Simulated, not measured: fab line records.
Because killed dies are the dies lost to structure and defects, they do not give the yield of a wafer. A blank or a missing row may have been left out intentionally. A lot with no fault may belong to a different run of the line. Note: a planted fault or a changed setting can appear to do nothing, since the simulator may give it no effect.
Matching of chambers	flow n5_finfet	N5_FIN_CUT_CUT_ETCH_26 on rie_diel-06: 4 sister chambers
The step etches SiNx in CH3F/O2, target depth 39 nm, time 55.7 s. 4 wafers are shown with their chamber, then 10 later ones without.

## EACH WAFER AND ITS CHAMBER
wafer	chamber	throttle_valve_pct (%)
L080.4	0	16.4
L085.6	2	16.0
L091.3	3	16.9
L091.4	1	16.9

## WAFERS MISSING THEIR CHAMBER
wafer	throttle_valve_pct (%)
L091.6	16.9
L094.1	16.9
L094.3	16.4
L094.4	16.0
L095.1	17.0
L095.3	16.0
L095.6	16.9
L096.1	16.9
L096.5	16.0
L096.6	16.9

## EACH ONE'S CHAMBER
wafer	from the rows above	in truth
L091.6	can't be placed: 1 or 3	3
L094.1	can't be placed: 1 or 3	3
L094.3	0	0
L094.4	2	2
L095.1	can't be placed: 1 or 3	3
L095.3	2	2
L095.6	can't be placed: 1 or 3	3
L096.1	can't be placed: 1 or 3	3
L096.5	2	2
L096.6	can't be placed: 1 or 3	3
Placed correctly: 4 of 10. Not placeable from these rows: 6 (in 6, the candidates include the true chamber). Wrongly placed: 0.
How it was worked out, from the rows above alone: a wafer's distance from a chamber is the root of the sum, over the readings, of the square of ((its reading less the chamber's mean) divided by the reading's scatter). If the next closest chamber is less than 2 further off than the closest, the wafer can't be placed; otherwise it belongs to the closest. The mean given for a chamber averages the wafers shown for that chamber. The scatter (one wafer shown for each chamber): square how far every hidden wafer sits from the nearest shown wafer, average those squares and take the square root.
